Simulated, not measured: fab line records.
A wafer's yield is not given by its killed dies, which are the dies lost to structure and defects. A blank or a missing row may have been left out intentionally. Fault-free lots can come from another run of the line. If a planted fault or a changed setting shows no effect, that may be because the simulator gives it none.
fab line records + flow nand_harc + part 1 of 2: steps 1 to 4 of 6
[record]
- lots = 23
- wafers = 69
- last_day = 24
route steps=1159 shown P_M0@270 P_M1@299 P_M2@348 P_BONDPAD@351
lots untouched by any fault: they come from a run of this same line in which no faults occurred
start_h: the number of hours between the record's first day and the start of the first shown wafer of the lot + wait_h: hours elapsed since this lot's preceding step + " unchanged from the row above + L1.1+2: a single row standing in for several wafers + - either no value or no given start + * or withheld: withheld + < > ~ a bound
route shown NAME@n: NAME is a module with steps in the file, n the number in the route of the first one + usual: mean/standard deviation taken from wafers without a fault + same: alike in all rows + chamber/n: place in a boat + sites: per-site readings + _std_site: standard deviation across them + _edge_site: the outer-site mean with the inner-site mean subtracted + radius_mm: how far each site lies from the wafer's centre + mask NAME#n: copy n + behind: the most recent tool/chamber to have shaped the wafer + hold: cause of the lot's hold/its duration in hours/its outcome + device: the n, p or np transistor that did not switch + end of line: tests of these same wafers at the route's end + a step without rows: its recipe alone + killed: count of dies lost to structure and defects at first sort (not the wafer's yield) + map: dies across one wafer; x = killed, . = not, _ = none there
set.NAME: the setting the step ran with; set.NAME@STEP: the setting that earlier step ran with + model.NAME: the simulator's own value behind a step, which no gauge read
route steps across a sampled set of lots; one table per step, one row per wafer
services: a tool's chamber out of use, with start hour (start_h, from the record's first day; less than 0 if before it), hours out, and reason
[[steps]]
[step NHARC_P_M0_STRIP_18]
[recipe]
- power_w = 1000
- n2_flow_sccm = 150
- h2_flow_sccm = 150
- ar_flow_sccm = 0
- bias_w = 0
- chemistry = N2/H2
[usual]
- drypump_motor_current_A = 5.9/0.31
- oes_product_au = 0.997/0.0086
- rf_vpp_V = 90.4/0.84
- showerhead_plenum_p_Torr = 2.00/0.07
- throttle_valve_pct = 14.171/0.0099
| lot.wafer | tool        | chamber | start_h | wait_h | drypump_motor_current_A | oes_product_au | rf_hours_counter_h | rf_vpp_V | showerhead_plenum_p_Torr | throttle_valve_pct |
|-----------|-------------|---------|---------|--------|-------------------------|----------------|--------------------|----------|--------------------------|--------------------|
| L074.4    | rie_diel-08 | 2       | 109.14  | 0.1    | 5.9                     | 0.999          | 9                  | 89.2     | 1.93                     | 14.173             |
| L074.2    | "           | 3       | "       | "      | 5.4                     | 1.013          | 10                 | 91.2     | 1.95                     | 14.172             |
| L074.6    | "           | 1       | "       | "      | 5.6                     | 1.022          | -                  | 90.5     | 2.18                     | 14.168             |
| L075.1    | rie_diel-09 | 1       | 126.38  | 0.1    | 6.1                     | 0.999          | 3                  | 89.6     | 1.98                     | 14.168             |
| L075.3    | "           | 2       | "       | "      | 6.2                     | 1.014          | 3                  | 91.3     | 2.02                     | 14.182             |
| L075.6    | "           | 2       | "       | "      | 6.2                     | 1.004          | -                  | 91.5     | 2.02                     | 14.149             |
| L076.3    | rie_diel-09 | 2       | 127.05  | 0.1    | 6.2                     | 1.005          | 3                  | 91.6     | 2.02                     | 14.171             |
| L076.2    | "           | 1       | "       | "      | 6.1                     | 0.992          | 3                  | 88.8     | 1.98                     | 14.171             |
| L076.5    | "           | 0       | "       | "      | 6.1                     | 0.991          | -                  | 91.3     | 1.97                     | 14.162             |
| L078.3    | rie_diel-10 | 1       | 142.73  | 0.1    | 5.5                     | 1.000          | 7                  | 90.2     | 2.00                     | 14.184             |
| L078.5    | "           | 0       | "       | "      | 5.4                     | 0.989          | -                  | 90.2     | 1.97                     | 14.183             |
| L078.6    | "           | 1       | "       | "      | 5.5                     | 1.005          | -                  | 90.4     | 2.00                     | 14.161             |
| L077.1    | rie_diel-09 | 1       | 143.14  | 0.1    | 6.1                     | 0.995          | 3                  | 90.2     | 1.98                     | 14.190             |
| L077.3    | "           | 2       | "       | "      | 6.2                     | 1.009          | 5                  | 90.8     | 2.02                     | 14.158             |
| L077.5    | "           | 1       | "       | "      | 6.1                     | 1.002          | -                  | 90.8     | 1.98                     | 14.175             |
| L079.3    | rie_diel-09 | 2       | 148.67  | 0.1    | 6.3                     | 1.005          | 6                  | 91.0     | 2.02                     | 14.176             |
| L079.1    | "           | 0       | "       | "      | 6.1                     | 1.001          | 6                  | 92.1     | 1.97                     | 14.170             |
| L079.2    | "           | 1       | "       | "      | 6.0                     | 0.977          | 5                  | 89.9     | 1.97                     | 14.170             |
| L081.4    | rie_diel-09 | 3       | 153.65  | 0.2    | 6.2                     | 0.999          | -                  | 92.5     | 2.11                     | 14.178             |
| L081.5    | "           | 0       | "       | "      | 6.1                     | 1.002          | -                  | 90.2     | 1.97                     | 14.183             |
| L081.6    | "           | 2       | "       | "      | 6.2                     | 1.009          | -                  | 90.8     | 2.02                     | 14.165             |
| L080.1    | rie_diel-09 | 0       | 154.37  | 0.1    | 6.0                     | 0.982          | 6                  | 89.9     | 1.97                     | 14.171             |
| L080.6    | "           | 2       | "       | "      | 6.3                     | 1.014          | -                  | 90.5     | 2.02                     | 14.171             |
| L080.5    | "           | 3       | "       | "      | 6.2                     | 0.999          | -                  | 91.0     | 2.11                     | 14.179             |
| L083.2    | rie_diel-09 | 0       | 169.26  | 0.1    | 6.1                     | 0.996          | 9                  | 90.9     | 1.97                     | 14.164             |
| L083.3    | "           | 3       | "       | "      | 6.2                     | 0.997          | 5                  | 91.0     | 2.11                     | 14.175             |
| L083.4    | "           | 2       | "       | "      | 6.2                     | 0.997          | -                  | 90.2     | 2.02                     | 14.160             |
| L082.4    | rie_diel-10 | 0       | 169.89  | 0.1    | 5.4                     | 0.996          | 11                 | 91.0     | 1.97                     | 14.168             |
| L082.3    | "           | 1       | "       | "      | 5.5                     | 1.002          | 9                  | 90.9     | 2.00                     | 14.187             |
| L082.6    | "           | 3       | "       | "      | 6.1                     | 1.005          | -                  | 90.2     | 1.91                     | 14.171             |
| L085.1    | rie_diel-10 | 2       | 190.81  | 0.1    | 6.0                     | 0.994          | 0                  | 89.7     | 2.00                     | 14.179             |
| L085.3    | "           | 3       | "       | "      | 6.1                     | 0.994          | 1                  | 88.1     | 1.91                     | 14.172             |
| L085.5    | "           | 1       | "       | "      | 5.4                     | 1.007          | -                  | 90.8     | 2.00                     | 14.171             |
| L086.3    | rie_diel-09 | 3       | 200.02  | 0.1    | 6.2                     | 1.000          | 7                  | 90.3     | 2.11                     | 14.162             |
| L086.1    | "           | 0       | "       | "      | 6.0                     | 0.989          | 10                 | 90.1     | 1.97                     | 14.185             |
| L086.5    | "           | 3       | "       | "      | 6.2                     | 0.989          | -                  | 90.7     | 2.11                     | 14.174             |
| L084.3    | rie_diel-09 | 3       | 207.71  | 0.1    | 6.2                     | 1.003          | 7                  | 90.3     | 2.11                     | 14.175             |
| L084.4    | "           | 0       | "       | "      | 6.0                     | 0.985          | 11                 | 89.3     | 1.96                     | 14.177             |
| L084.2    | "           | 2       | "       | "      | 6.2                     | 0.999          | 10                 | 89.2     | 2.02                     | 14.170             |
| L089.4    | rie_diel-09 | 0       | 214.12  | 0.1    | 6.0                     | 0.991          | 11                 | 90.9     | 1.96                     | 14.165             |
| L089.3    | "           | 2       | "       | "      | 6.3                     | 1.003          | 10                 | 89.8     | 2.02                     | 14.182             |
| L089.5    | "           | 0       | "       | "      | 6.1                     | 0.995          | -                  | 91.1     | 1.96                     | 14.164             |
| L088.1    | rie_diel-10 | 0       | 214.31  | 0.1    | 5.4                     | 1.000          | 1                  | 89.9     | 1.97                     | 14.174             |
| L088.3    | "           | 1       | "       | "      | 5.5                     | 0.995          | 1                  | 90.8     | 2.00                     | 14.169             |
| L088.6    | "           | 0       | "       | "      | 5.4                     | 0.993          | -                  | 91.6     | 1.97                     | 14.185             |
| L090.2    | rie_diel-10 | 3       | 219.63  | 0.1    | 6.1                     | 0.987          | 1                  | 89.5     | 1.91                     | 14.166             |
| L090.3    | "           | 0       | "       | "      | 5.4                     | 0.991          | 1                  | 88.8     | 1.97                     | 14.169             |
| L090.1    | "           | 2       | "       | "      | 6.0                     | 0.989          | 1                  | 91.4     | 2.00                     | 14.166             |
| L093.3    | rie_diel-08 | 1       | 226.44  | 0.1    | 5.6                     | 1.008          | 7                  | 91.0     | 2.18                     | 14.168             |
| L093.2    | "           | 2       | "       | "      | 5.9                     | 0.986          | 7                  | 90.1     | 1.93                     | 14.186             |
| L093.6    | "           | 2       | "       | "      | 6.0                     | 0.993          | -                  | 89.8     | 1.93                     | 14.195             |
| L094.1    | rie_diel-08 | 2       | 227.28  | 0.1    | 5.9                     | 1.000          | 7                  | 89.0     | 1.93                     | 14.165             |
| L094.3    | "           | 3       | "       | "      | 5.4                     | 0.999          | 6                  | 89.9     | 1.95                     | 14.184             |
| L094.5    | "           | 1       | "       | "      | 5.6                     | 0.998          | -                  | 91.9     | 2.18                     | 14.162             |
| L091.4    | rie_diel-09 | 3       | 227.58  | 0.1    | 6.2                     | 0.993          | 8                  | 91.9     | 2.11                     | 14.166             |
| L091.6    | "           | 3       | "       | "      | 6.2                     | 0.996          | -                  | 91.0     | 2.11                     | 14.178             |
| L091.5    | "           | 0       | "       | "      | 6.1                     | 0.987          | -                  | 90.1     | 1.96                     | 14.164             |
| L092.2    | rie_diel-08 | 1       | 235.21  | 0.1    | 5.6                     | 1.000          | 7                  | 92.4     | 2.18                     | 14.178             |
| L092.1    | "           | 2       | "       | "      | 5.9                     | 0.998          | 7                  | 90.0     | 1.93                     | 14.174             |
| L092.6    | "           | 2       | "       | "      | 6.0                     | 0.995          | -                  | 90.0     | 1.93                     | 14.169             |
| L096.3    | rie_diel-10 | 0       | 245.52  | 0.1    | 5.4                     | 0.974          | 3                  | 91.9     | 1.97                     | 14.183             |
| L096.4    | "           | 2       | "       | "      | 6.0                     | 0.980          | 3                  | 90.3     | 2.00                     | 14.161             |
| L096.1    | "           | 3       | "       | "      | 6.1                     | 0.983          | 3                  | 90.6     | 1.91                     | 14.167             |
| L095.3    | rie_diel-09 | 2       | 246.25  | 0.1    | 6.3                     | 0.994          | 14                 | 90.6     | 2.02                     | 14.178             |
| L095.4    | "           | 3       | "       | "      | 6.3                     | 1.006          | 9                  | 91.4     | 2.11                     | 14.175             |
| L095.2    | "           | 0       | "       | "      | 6.1                     | 0.994          | 14                 | 90.0     | 1.96                     | 14.155             |
| L097.3    | rie_diel-10 | 2       | 250.56  | 0.1    | 6.0                     | 1.000          | 4                  | 89.7     | 2.00                     | 14.157             |
| L097.2    | "           | 3       | "       | "      | 6.1                     | 0.995          | 4                  | 90.3     | 1.91                     | 14.175             |
| L097.6    | "           | 1       | "       | "      | 5.5                     | 1.001          | -                  | 91.5     | 2.00                     | 14.164             |
[step NHARC_P_M1_ETCH_35]
[recipe]
- target_depth_a = 400
- overetch_a = 120
- time_s = 43.94
- ion_energy_ev = 200
- n2_flow_sccm = 150
- h2_flow_sccm = 150
- ar_flow_sccm = 0
- rf_w = 400
- bias_w = 150
- chemistry = N2/H2
[usual]
- drypump_motor_current_A = 5.6/0.45
- oes_product_au = 1.002/0.007
- rf_vpp_V = 430.4/1.8
- showerhead_plenum_p_Torr = 2.04/0.056
- throttle_valve_pct = 14.171/0.0094
| lot.wafer | tool        | chamber | start_h | wait_h | drypump_motor_current_A | oes_product_au | rf_hours_counter_h | rf_vpp_V | showerhead_plenum_p_Torr | throttle_valve_pct |
|-----------|-------------|---------|---------|--------|-------------------------|----------------|--------------------|----------|--------------------------|--------------------|
| L074.4    | rie_diel-03 | 2       | 113.07  | 0.1    | 5.0                     | 1.004          | 5                  | 429.6    | 2.06                     | 14.171             |
| L074.2    | "           | 3       | "       | "      | 5.5                     | 1.008          | 5                  | 431.1    | 2.05                     | 14.175             |
| L074.6    | "           | 2       | "       | "      | 4.9                     | 0.993          | -                  | 431.2    | 2.06                     | 14.164             |
| L075.1    | rie_diel-03 | 3       | 130.02  | 0.1    | 5.5                     | 1.011          | 6                  | 430.8    | 2.05                     | 14.172             |
| L075.3    | "           | 1       | "       | "      | 5.9                     | 1.011          | 6                  | 429.7    | 2.01                     | 14.161             |
| L075.6    | "           | 0       | "       | "      | 4.9                     | 1.007          | -                  | 430.8    | 2.08                     | 14.178             |
| L076.3    | rie_diel-01 | 3       | 131.01  | 0.1    | 6.1                     | 1.007          | 4                  | 428.6    | 1.92                     | 14.160             |
| L076.2    | "           | 0       | "       | "      | 5.8                     | 1.004          | 4                  | 430.7    | 2.03                     | 14.169             |
| L076.5    | "           | 3       | "       | "      | 6.1                     | 1.003          | -                  | 427.4    | 1.92                     | 14.173             |
| L078.3    | rie_diel-07 | 3       | 146.48  | 0.1    | 6.7                     | 0.990          | 7                  | 430.2    | 1.97                     | 14.162             |
| L078.6    | "           | 2       | "       | "      | 5.2                     | 1.003          | -                  | 429.8    | 2.04                     | 14.190             |
| L078.5    | "           | 3       | "       | "      | 6.7                     | 1.003          | -                  | 428.4    | 1.97                     | 14.166             |
| L077.1    | rie_diel-01 | 0       | 146.96  | 0.1    | 5.8                     | 1.002          | 0                  | 431.9    | 2.03                     | 14.161             |
| L077.3    | "           | 2       | "       | "      | 5.8                     | 0.994          | 0                  | 431.7    | 2.12                     | 14.178             |
| L077.5    | "           | 0       | "       | "      | 5.8                     | 0.998          | -                  | 430.4    | 2.03                     | 14.170             |
| L079.3    | rie_diel-03 | 3       | 152.47  | 0.1    | 5.4                     | 1.002          | 7                  | 429.3    | 2.05                     | 14.171             |
| L079.2    | "           | 0       | "       | "      | 4.9                     | 1.012          | 7                  | 430.0    | 2.08                     | 14.158             |
| L079.1    | "           | 1       | "       | "      | 5.9                     | 0.998          | 7                  | 429.3    | 2.01                     | 14.175             |
| L081.4    | rie_diel-01 | 2       | 157.39  | 0.1    | 5.8                     | 1.002          | 0                  | 432.9    | 2.12                     | 14.171             |
| L081.5    | "           | 3       | "       | "      | 6.1                     | 1.002          | -                  | 424.3    | 1.92                     | 14.179             |
| L081.6    | "           | 0       | "       | "      | 5.8                     | 0.992          | -                  | 430.0    | 2.03                     | 14.181             |
| L080.1    | rie_diel-01 | 1       | 158.35  | 0.1    | 5.6                     | 1.020          | 0                  | 431.4    | 2.10                     | 14.163             |
| L080.5    | "           | 3       | "       | "      | 6.1                     | 1.011          | -                  | 425.6    | 1.92                     | 14.160             |
| L080.6    | "           | 0       | "       | "      | 5.8                     | 1.004          | -                  | 429.2    | 2.03                     | 14.166             |
| L083.3    | rie_diel-01 | 2       | 173.20  | 0.1    | 5.8                     | 1.015          | 0                  | 431.3    | 2.12                     | 14.167             |
| L083.2    | "           | 1       | "       | "      | 5.6                     | 1.002          | 0                  | 430.7    | 2.10                     | 14.156             |
| L083.4    | "           | 1       | "       | "      | 5.6                     | 1.006          | -                  | 434.0    | 2.10                     | 14.175             |
| L082.4    | rie_diel-03 | 3       | 173.75  | 0.1    | 5.5                     | 0.999          | 8                  | 430.4    | 2.05                     | 14.167             |
| L082.3    | "           | 2       | "       | "      | 5.0                     | 0.993          | 8                  | 431.7    | 2.05                     | 14.167             |
| L082.6    | "           | 0       | "       | "      | 4.9                     | 1.001          | -                  | 431.2    | 2.08                     | 14.178             |
| L085.1    | rie_diel-03 | 0       | 194.86  | 0.1    | 4.9                     | 1.000          | 9                  | 431.3    | 2.08                     | 14.184             |
| L085.3    | "           | 1       | "       | "      | 5.9                     | 0.993          | 9                  | 430.9    | 2.01                     | 14.158             |
| L085.5    | "           | 1       | "       | "      | 5.9                     | 1.011          | -                  | 431.5    | 2.01                     | 14.168             |
| L086.1    | rie_diel-07 | 2       | 204.84  | 0.1    | 5.2                     | 1.001          | 11                 | 428.9    | 2.04                     | 14.170             |
| L086.3    | "           | 0       | "       | "      | 5.9                     | 0.986          | 10                 | 429.7    | 1.98                     | 14.169             |
| L086.5    | "           | 2       | "       | "      | 5.2                     | 0.993          | -                  | 431.6    | 2.04                     | 14.176             |
| L084.3    | rie_diel-03 | 3       | 211.49  | 0.1    | 5.5                     | 1.005          | 9                  | 430.6    | 2.05                     | 14.190             |
| L084.2    | "           | 0       | "       | "      | 4.9                     | 1.001          | 10                 | 432.1    | 2.08                     | 14.165             |
| L084.4    | "           | 1       | "       | "      | 5.9                     | 1.006          | 9                  | 429.2    | 2.01                     | 14.152             |
| L089.4    | rie_diel-01 | 1       | 217.91  | 0.1    | 5.6                     | 1.009          | 1                  | 431.8    | 2.10                     | 14.176             |
| L089.3    | "           | 0       | "       | "      | 5.8                     | 0.985          | 1                  | 430.5    | 2.03                     | 14.157             |
| L089.5    | "           | 2       | "       | "      | 5.8                     | 1.005          | -                  | 432.5    | 2.12                     | 14.178             |
| L088.1    | rie_diel-07 | 1       | 218.11  | 0.1    | 5.7                     | 1.008          | 12                 | 429.6    | 2.03                     | 14.176             |
| L088.3    | "           | 0       | "       | "      | 5.8                     | 0.991          | 11                 | 428.4    | 1.98                     | 14.175             |
| L088.6    | "           | 2       | "       | "      | 5.2                     | 1.003          | -                  | 430.3    | 2.04                     | 14.183             |
| L090.1    | rie_diel-07 | 1       | 223.33  | 0.1    | 5.6                     | 1.010          | 13                 | 429.6    | 2.03                     | 14.167             |
| L090.3    | "           | 2       | "       | "      | 5.2                     | 1.010          | 13                 | 431.9    | 2.04                     | 14.173             |
| L090.2    | "           | 3       | "       | "      | 6.7                     | 0.999          | 12                 | 428.5    | 1.97                     | 14.179             |
| L093.3    | rie_diel-03 | 0       | 230.27  | 0.1    | 4.9                     | 1.004          | 0                  | 431.6    | 2.08                     | 14.166             |
| L093.2    | "           | 1       | "       | "      | 5.9                     | 0.995          | 0                  | 430.5    | 2.01                     | 14.171             |
| L093.6    | "           | 0       | "       | "      | 4.9                     | 1.002          | -                  | 431.8    | 2.08                     | 14.168             |
| L094.1    | rie_diel-03 | 2       | 230.93  | 0.1    | 5.0                     | 1.000          | 0                  | 431.6    | 2.05                     | 14.179             |
| L094.3    | "           | 3       | "       | "      | 5.4                     | 1.014          | 0                  | 431.0    | 2.05                     | 14.180             |
| L094.5    | "           | 1       | "       | "      | 5.9                     | 1.004          | -                  | 428.6    | 2.01                     | 14.178             |
| L091.6    | rie_diel-01 | 2       | 231.88  | 0.1    | 5.8                     | 1.016          | -                  | 432.8    | 2.12                     | 14.180             |
| L091.5    | "           | 3       | "       | "      | 6.1                     | 1.018          | -                  | 427.0    | 1.92                     | 14.183             |
| L091.4    | "           | 0       | "       | "      | 5.8                     | 0.997          | -                  | 429.6    | 2.03                     | 14.181             |
| L092.2    | rie_diel-01 | 0       | 239.62  | 0.1    | 5.8                     | 1.002          | 2                  | 430.7    | 2.03                     | 14.151             |
| L092.1    | "           | 3       | "       | "      | 6.2                     | 1.000          | 2                  | 426.0    | 1.92                     | 14.157             |
| L092.6    | "           | 0       | "       | "      | 5.8                     | 1.001          | -                  | 430.4    | 2.03                     | 14.175             |
| L096.4    | rie_diel-03 | 2       | 249.31  | 0.1    | 5.0                     | 1.007          | 2                  | 430.7    | 2.05                     | 14.168             |
| L096.3    | "           | 3       | "       | "      | 5.5                     | 1.006          | 2                  | 430.4    | 2.05                     | 14.179             |
| L096.1    | "           | 0       | "       | "      | 4.9                     | 1.003          | 2                  | 431.0    | 2.08                     | 14.182             |
| L095.4    | rie_diel-01 | 3       | 250.02  | 0.1    | 6.1                     | 0.998          | 2                  | 427.6    | 1.92                     | 14.160             |
| L095.2    | "           | 0       | "       | "      | 5.8                     | 1.002          | 2                  | 431.1    | 2.03                     | 14.178             |
| L095.3    | "           | 1       | "       | "      | 5.6                     | 1.005          | 2                  | 431.8    | 2.10                     | 14.167             |
| L097.3    | rie_diel-03 | 2       | 254.18  | 0.1    | 5.0                     | 0.992          | 2                  | 431.8    | 2.05                     | 14.163             |
| L097.2    | "           | 3       | "       | "      | 5.4                     | 1.000          | 2                  | 430.4    | 2.05                     | 14.187             |
| L097.6    | "           | 2       | "       | "      | 5.0                     | 0.990          | -                  | 431.2    | 2.05                     | 14.170             |
[step NHARC_P_M2_INSPECT_27]
[usual]
- raw_defect_count = 338/140
| lot.wafer | tool              | chamber | start_h | wait_h | raw_defect_count |
|-----------|-------------------|---------|---------|--------|------------------|
| L074.2    | defect_inspect-02 | -       | 119.80  | 0.0    | 391              |
| L074.4    | "                 | -       | "       | "      | 315              |
| L074.6    | "                 | -       | "       | "      | 669              |
| L075.1    | defect_inspect-02 | -       | 136.78  | 0.0    | 298              |
| L075.3    | "                 | -       | "       | "      | 342              |
| L075.6    | "                 | -       | "       | "      | 201              |
| L076.2    | defect_inspect-02 | -       | 137.68  | 0.0    | 301              |
| L076.3    | "                 | -       | "       | "      | 238              |
| L076.5    | "                 | -       | "       | "      | 455              |
| L078.3    | defect_inspect-02 | -       | 153.26  | 0.0    | 374              |
| L078.5    | "                 | -       | "       | "      | 190              |
| L078.6    | "                 | -       | "       | "      | 414              |
| L077.1    | defect_inspect-02 | -       | 153.92  | 0.0    | 309              |
| L077.3    | "                 | -       | "       | "      | 136              |
| L077.5    | "                 | -       | "       | "      | 209              |
| L079.1    | defect_inspect-02 | -       | 159.47  | 0.0    | 522              |
| L079.2    | "                 | -       | "       | "      | 773              |
| L079.3    | "                 | -       | "       | "      | 500              |
| L081.4    | defect_inspect-02 | -       | 164.35  | 0.0    | 279              |
| L081.5    | "                 | -       | "       | "      | 221              |
| L081.6    | "                 | -       | "       | "      | 478              |
| L080.1    | defect_inspect-02 | -       | 165.24  | 0.0    | 610              |
| L080.5    | "                 | -       | "       | "      | 336              |
| L080.6    | "                 | -       | "       | "      | 555              |
| L083.2    | defect_inspect-02 | -       | 179.84  | 0.0    | 269              |
| L083.3    | "                 | -       | "       | "      | 465              |
| L083.4    | "                 | -       | "       | "      | 288              |
| L082.3    | defect_inspect-02 | -       | 180.51  | 0.0    | 178              |
| L082.4    | "                 | -       | "       | "      | 300              |
| L082.6    | "                 | -       | "       | "      | 387              |
| L085.1    | defect_inspect-01 | -       | 201.63  | 0.0    | 393              |
| L085.3    | "                 | -       | "       | "      | 630              |
| L085.5    | "                 | -       | "       | "      | 248              |
| L086.1    | defect_inspect-01 | -       | 211.55  | 0.1    | 424              |
| L086.3    | "                 | -       | "       | "      | 418              |
| L086.5    | "                 | -       | "       | "      | 268              |
| L084.2    | defect_inspect-01 | -       | 218.06  | 0.0    | 366              |
| L084.3    | "                 | -       | "       | "      | 320              |
| L084.4    | "                 | -       | "       | "      | 253              |
| L089.3    | defect_inspect-01 | -       | 224.69  | 0.0    | 370              |
| L089.4    | "                 | -       | "       | "      | 330              |
| L089.5    | "                 | -       | "       | "      | 314              |
| L088.1    | defect_inspect-02 | -       | 225.10  | 0.0    | 261              |
| L088.3    | "                 | -       | "       | "      | 330              |
| L088.6    | "                 | -       | "       | "      | 260              |
| L090.1    | defect_inspect-02 | -       | 230.40  | 0.0    | 358              |
| L090.2    | "                 | -       | "       | "      | 259              |
| L090.3    | "                 | -       | "       | "      | 186              |
| L093.2    | defect_inspect-02 | -       | 237.25  | 0.0    | 278              |
| L093.3    | "                 | -       | "       | "      | 371              |
| L093.6    | "                 | -       | "       | "      | 373              |
| L094.1    | defect_inspect-01 | -       | 237.89  | 0.0    | 255              |
| L094.3    | "                 | -       | "       | "      | 191              |
| L094.5    | "                 | -       | "       | "      | 404              |
| L091.4    | defect_inspect-01 | -       | 238.69  | 0.0    | 234              |
| L091.5    | "                 | -       | "       | "      | 308              |
| L091.6    | "                 | -       | "       | "      | 469              |
| L092.1    | defect_inspect-02 | -       | 246.59  | 0.0    | 286              |
| L092.2    | "                 | -       | "       | "      | 208              |
| L092.6    | "                 | -       | "       | "      | 266              |
| L096.1    | defect_inspect-02 | -       | 256.63  | 0.0    | 241              |
| L096.3    | "                 | -       | "       | "      | 225              |
| L096.4    | "                 | -       | "       | "      | 270              |
| L095.2    | defect_inspect-01 | -       | 257.04  | 0.0    | 319              |
| L095.3    | "                 | -       | "       | "      | 409              |
| L095.4    | "                 | -       | "       | "      | 668              |
| L097.2    | defect_inspect-02 | -       | 261.14  | 0.0    | 485              |
| L097.3    | "                 | -       | "       | "      | 535              |
| L097.6    | "                 | -       | "       | "      | 314              |
[step NHARC_P_BONDPAD_DEP_00]
[recipe]
- target_thk_a = 2500
- temp_c = 370
- target_thk_nm = 250
- pressure_torr = 3
- flow_sccm = 200
- rf_w = 450
- material = SiCN
[usual]
- heater_power_w = 615/80
- showerhead_vpp_V = 1324/72
| lot.wafer | tool     | chamber | start_h | wait_h | heater_power_w | showerhead_vpp_V |
|-----------|----------|---------|---------|--------|----------------|------------------|
| L074.2    | pecvd-04 | 2       | 120.38  | -      | 610            | 1256             |
| L074.4    | "        | 2       | "       | "      | 626            | 1255             |
| L074.6    | "        | 0       | "       | "      | 570            | 1303             |
| L075.1    | pecvd-04 | 1       | 137.33  | -      | 680            | 1325             |
| L075.3    | "        | 0       | "       | "      | 631            | 1314             |
| L075.6    | "        | 2       | "       | "      | 496            | 1261             |
| L076.3    | pecvd-02 | 0       | 138.24  | -      | 723            | 1328             |
| L076.2    | "        | 2       | "       | "      | 715            | 1325             |
| L076.5    | "        | 1       | "       | "      | 607            | 1338             |
| L078.3    | pecvd-03 | 1       | 153.84  | -      | 590            | 1274             |
| L078.6    | "        | 1       | "       | "      | 611            | 1273             |
| L078.5    | "        | 0       | "       | "      | 461            | 1285             |
| L077.3    | pecvd-04 | 1       | -       | -      | 645            | 1342             |
| L077.1    | "        | 0       | "       | "      | 616            | 1308             |
| L077.5    | "        | 0       | "       | "      | 648            | 1284             |
| L079.1    | pecvd-03 | 1       | 160.03  | -      | 622            | 1285             |
| L079.3    | "        | 2       | "       | "      | 675            | 1501             |
| L079.2    | "        | 0       | "       | "      | 442            | 1294             |
| L081.5    | pecvd-04 | 1       | 165.16  | -      | 560            | 1312             |
| L081.6    | "        | 2       | "       | "      | 529            | 1236             |
| L081.4    | "        | 0       | "       | "      | 538            | 1320             |
| L080.1    | pecvd-04 | 0       | 165.80  | -      | 632            | 1284             |
| L080.5    | "        | 0       | "       | "      | 632            | 1316             |
| L080.6    | "        | 2       | "       | "      | 545            | 1267             |
| L083.2    | pecvd-03 | 1       | 180.40  | -      | 575            | 1270             |
| L083.3    | "        | 1       | "       | "      | 584            | 1291             |
| L083.4    | "        | 2       | "       | "      | 724            | 1489             |
| L082.3    | pecvd-02 | 0       | 181.12  | -      | 676            | 1307             |
| L082.6    | "        | 2       | "       | "      | 642            | 1304             |
| L082.4    | "        | 0       | "       | "      | 704            | 1314             |
| L085.1    | pecvd-03 | 2       | 202.55  | -      | 698            | 1481             |
| L085.3    | "        | 0       | "       | "      | 423            | 1297             |
| L085.5    | "        | 2       | "       | "      | 705            | 1520             |
| L086.1    | pecvd-03 | 0       | 212.14  | -      | 516            | 1289             |
| L086.3    | "        | 2       | "       | "      | 621            | 1487             |
| L086.5    | "        | 1       | "       | "      | 636            | 1273             |
| L084.2    | pecvd-02 | 2       | 218.62  | -      | 693            | 1338             |
| L084.3    | "        | 1       | "       | "      | 639            | 1315             |
| L084.4    | "        | 0       | "       | "      | 662            | 1311             |
| L089.3    | pecvd-03 | 2       | 225.30  | -      | 721            | 1488             |
| L089.5    | "        | 2       | "       | "      | 729            | 1486             |
| L089.4    | "        | 0       | "       | "      | 504            | 1274             |
| L088.3    | pecvd-04 | 1       | -       | -      | 648            | 1324             |
| L088.1    | "        | 2       | "       | "      | 520            | 1251             |
| L088.6    | "        | 1       | "       | "      | 665            | 1326             |
| L090.3    | pecvd-02 | 0       | 230.96  | -      | 708            | 1309             |
| L090.2    | "        | 1       | "       | "      | 607            | 1353             |
| L090.1    | "        | 2       | "       | "      | 638            | 1317             |
| L093.3    | pecvd-03 | 2       | -       | -      | 754            | 1501             |
| L093.2    | "        | 0       | "       | "      | 480            | 1318             |
| L093.6    | "        | 2       | "       | "      | 756            | 1520             |
| L094.1    | pecvd-04 | 0       | -       | -      | 676            | 1284             |
| L094.3    | "        | 1       | "       | "      | 713            | 1304             |
| L094.5    | "        | 0       | "       | "      | 529            | 1287             |
| L091.4    | pecvd-04 | 0       | -       | -      | 606            | 1295             |
| L091.6    | "        | 1       | "       | "      | 674            | 1319             |
| L091.5    | "        | 2       | "       | "      | 595            | 1268             |
| L092.2    | pecvd-02 | 0       | 247.22  | -      | 753            | 1322             |
| L092.1    | "        | 1       | "       | "      | 599            | 1317             |
| L092.6    | "        | 0       | "       | "      | 603            | 1291             |
| L096.1    | pecvd-03 | 0       | 257.48  | -      | 436            | 1281             |
| L096.3    | "        | 1       | "       | "      | 652            | 1294             |
| L096.4    | "        | 2       | "       | "      | 742            | 1520             |
| L095.3    | pecvd-02 | 0       | -       | -      | 745            | 1324             |
| L095.2    | "        | 1       | "       | "      | 528            | 1345             |
| L095.4    | "        | 0       | "       | "      | 604            | 1316             |
| L097.3    | pecvd-04 | 1       | 261.86  | 0.3    | 660            | 1321             |
| L097.2    | "        | 2       | "       | "      | 581            | 1269             |
| L097.6    | "        | 0       | "       | "      | 657            | 1289             |
